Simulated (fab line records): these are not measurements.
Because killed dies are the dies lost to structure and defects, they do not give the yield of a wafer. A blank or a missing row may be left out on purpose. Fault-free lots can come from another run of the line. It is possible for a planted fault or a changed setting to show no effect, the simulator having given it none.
Matching of chambers	flow n5Finfet	N5_HKMG_FIN_CMP_23 on cmp-03: 4 sister chambers
The step polishes, stops on SiNx, t overpolish 10 s, target thk 46.326 nm. 4 wafers are shown with their chamber, then 7 later ones without.

## WAFERS WITH THEIR CHAMBER
wafer	chamber	motorCurrentA (A)
L082.5	2	12.7
L088.6	0	12.1
L091.2	1	12.7
L091.4	3	12.4

## WAFERS WITHOUT THEIR CHAMBER
wafer	motorCurrentA (A)
L091.6	12.4
L095.2	13.0
L095.5	11.9
L095.6	13.6
L096.2	12.9
L096.4	11.8
L096.5	13.2

## THE CHAMBER EACH PASSED THROUGH
wafer	from the rows above	in truth
L091.6	can't be placed: 3 or 1 or 2 or 0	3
L095.2	can't be placed: 1 or 2 or 3 or 0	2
L095.5	can't be placed: 0 or 3 or 1 or 2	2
L095.6	can't be placed: 1 or 2 or 3 or 0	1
L096.2	can't be placed: 1 or 2 or 3 or 0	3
L096.4	can't be placed: 0 or 3 or 1 or 2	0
L096.5	can't be placed: 1 or 2 or 3 or 0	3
Placed correctly: 0 of 7. These rows do not allow placing 7 (true chamber among the candidates in 7). 0 placed wrongly.
How it was worked out, from the rows above alone: a wafer's distance from a chamber is the root of the sum, over the readings, of the square of ((its reading less the chamber's mean) divided by the reading's scatter). The wafer belongs to the nearest chamber; if the next one is less than 2 further off, it can't be placed. Each chamber's mean is taken over the wafers shown for it. The scatter: root of mean squared gap, hidden wafer to nearest shown wafer, with one shown wafer a chamber.
